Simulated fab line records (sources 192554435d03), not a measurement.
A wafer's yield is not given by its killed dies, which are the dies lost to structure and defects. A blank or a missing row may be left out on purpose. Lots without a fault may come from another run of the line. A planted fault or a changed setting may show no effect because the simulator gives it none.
One fault seen from 3 desks + flow n5_finfet + each desk holds nothing but its own numbers, with what lay behind them at the end

== THE DEFECT DESK ==
Per lot, the means of the sampled wafers with a number show what the inspections along the route counted. A lot is out of limits, marked OUT, if its mean lies more than 4 standard deviations from the usual mean; the brackets give that distance.
Columns: A = raw_defect_count at N5_BEOL_M3_INSPECT_59, usual 76
| lot  | first seen here | A                      |
|------|-----------------|------------------------|
| L470 | day 8 01:40     | 57                     |
| L472 | day 8 14:58     | 52                     |
| L473 | day 8 20:01     | 74                     |
| L474 | day 9 05:49     | 65                     |
| L475 | day 9 09:54     | 64                     |
| L476 | day 9 11:52     | 82                     |
| L480 | day 10 16:59    | 91                     |
| L481 | day 11 12:41    | 114                    |
| L483 | day 11 21:56    | 51                     |
| L485 | day 12 00:20    | 2515 (+99 or more) OUT |
| L487 | day 12 03:39    | 2580 (+99 or more) OUT |
This desk's verdict: out of limits on L485, L487, starting with L485 at day 12 00:20 (raw_defect_count at N5_BEOL_M3_INSPECT_59). L470, L472, L473, L474, L475, L476, L480, L481, L483: within limits.

== AT THE TOOL OWNER'S DESK: cmp-01 ==
The tool's own readings at N5_BEOL_M3_CMP_52 (polishes, stops on SiOC, t overpolish 6.8 s, target thk 40 nm): means of the sampled wafers that have a number, for each lot that ran on this tool. A lot is out of limits, marked OUT, if its mean lies more than 4 standard deviations from the usual mean; the brackets give that distance.
Columns: A = barrier_field_endpoint_s at N5_BEOL_M3_CMP_52, usual 24.9 s; B = clearing_platen_down_force_psi at N5_BEOL_M3_CMP_52, usual 1.500 psi; C = motor_current_A at N5_BEOL_M3_CMP_52, usual 6.3 A; D = overpolish_run_s at N5_BEOL_M3_CMP_52, usual 6.799 s; E = slurry_flow_ml_min at N5_BEOL_M3_CMP_52, usual 150.1; F = time_to_endpoint_s at N5_BEOL_M3_CMP_52, usual 64 s
| lot  | first seen here | A               | B     | C   | D                       | E     | F  |
|------|-----------------|-----------------|-------|-----|-------------------------|-------|----|
| L470 | day 8 01:12     | 23.8            | 1.498 | 6.3 | 6.801                   | 150.2 | 60 |
| L474 | day 9 05:17     | 24.7            | 1.501 | 7.1 | 6.802                   | 150.1 | 65 |
| L476 | day 9 11:14     | 23.5            | 1.501 | 6.6 | 6.796                   | 150.2 | 58 |
| L483 | day 11 21:23    | 25.5            | 1.504 | 6.2 | 6.792                   | 149.9 | 66 |
| L485 | day 11 23:45    | 33.1 (+9.2) OUT | 1.501 | 6.8 | 3.415 (-99 or more) OUT | 150.3 | 72 |
| L487 | day 12 03:04    | 32.8 (+8.8) OUT | 1.499 | 5.8 | 3.424 (-99 or more) OUT | 149.7 | 70 |
This desk's verdict: out of limits on L485, L487, starting with L485 at day 11 23:45 (barrier_field_endpoint_s at N5_BEOL_M3_CMP_52). L470, L474, L476, L483: within limits.

== AT THE METROLOGY DESK ==
What the gauges read, lot by lot, whatever tool the lot ran on: means of the sampled wafers that have a number. A lot is out of limits, marked OUT, if its mean lies more than 4 standard deviations from the usual mean; the brackets give that distance. 7 of its 11 readings are shown: the first one out of limits and those lying furthest out on some lot.
Columns: A = M3_THK at N5_BEOL_M3_THK_MEAS_53, usual 41.4 nm; B = DIBL_N at N5_BEOL_M4_RC_MEAS_101, usual 36.0 mV/V; C = IOFF_N at N5_BEOL_M4_RC_MEAS_101, usual 0.16 nA/um; D = ION_P at N5_BEOL_M4_RC_MEAS_101, usual 462 uA/um; E = SS_N at N5_BEOL_M4_RC_MEAS_101, usual 71.5 mV/dec; F = SS_P at N5_BEOL_M4_RC_MEAS_101, usual 73.2 mV/dec; G = VT_N at N5_BEOL_M4_RC_MEAS_101, usual 250 mV
| lot  | first seen here | A               | B    | C    | D   | E    | F    | G   |
|------|-----------------|-----------------|------|------|-----|------|------|-----|
| L470 | day 8 01:23     | 39.3            | 36.2 | 0.17 | 459 | 72.8 | 73.4 | 252 |
| L472 | day 8 14:31     | 42.2            | 37.0 | 0.19 | 477 | 71.4 | 73.8 | 247 |
| L473 | day 8 19:44     | 40.1            | 34.7 | 0.14 | 466 | 70.0 | 72.6 | 253 |
| L474 | day 9 05:32     | 43.1            | 35.6 | 0.16 | 460 | 71.7 | 73.3 | 249 |
| L475 | day 9 09:37     | 43.1            | 35.2 | 0.14 | 477 | 70.5 | 72.7 | 246 |
| L476 | day 9 11:31     | 37.8            | 36.5 | 0.16 | 452 | 71.7 | 73.1 | 250 |
| L480 | day 10 16:42    | 44.0            | 36.8 | 0.20 | 456 | 71.8 | 73.4 | 247 |
| L481 | day 11 12:22    | 43.0            | 33.7 | 0.14 | 460 | 70.9 | 72.5 | 252 |
| L483 | day 11 21:38    | 40.2            | 37.3 | 0.19 | 456 | 72.2 | 73.9 | 248 |
| L485 | day 12 00:03    | 102.8 (+31) OUT | 34.4 | 0.13 | 464 | 70.6 | 72.5 | 252 |
| L487 | day 12 03:22    | 97.2 (+28) OUT  | 31.9 | 0.09 | 463 | 70.5 | 71.4 | 258 |
This desk's finding: out of limits on L485, L487; first on L485, day 12 00:03 (M3_THK at N5_BEOL_M3_THK_MEAS_53). L470, L472, L473, L474, L475, L476, L480, L481, L483: within limits.

== BROUGHT TOGETHER ==
On L485, L487, at day 11 23:45, an alarm was possible from the tool owner's desk.
An alarm was possible from the metrology desk at day 12 00:03, on L485, L487.
The defect desk could have raised an alarm at day 12 00:20, on L485, L487.
On cmp-01, each named lot ran N5_BEOL_M3_CMP_52.

== WHAT THE SIMULATOR PUT IN ==
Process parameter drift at N5_BEOL_M3_CMP_52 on cmp-01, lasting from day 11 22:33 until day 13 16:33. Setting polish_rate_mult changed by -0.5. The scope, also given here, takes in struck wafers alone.
Shown lots that were struck: L485, L487.
Hours from the fault's start to each desk's first reading out of limits: the tool owner's desk, 1; the metrology desk, 2; the defect desk, 2.
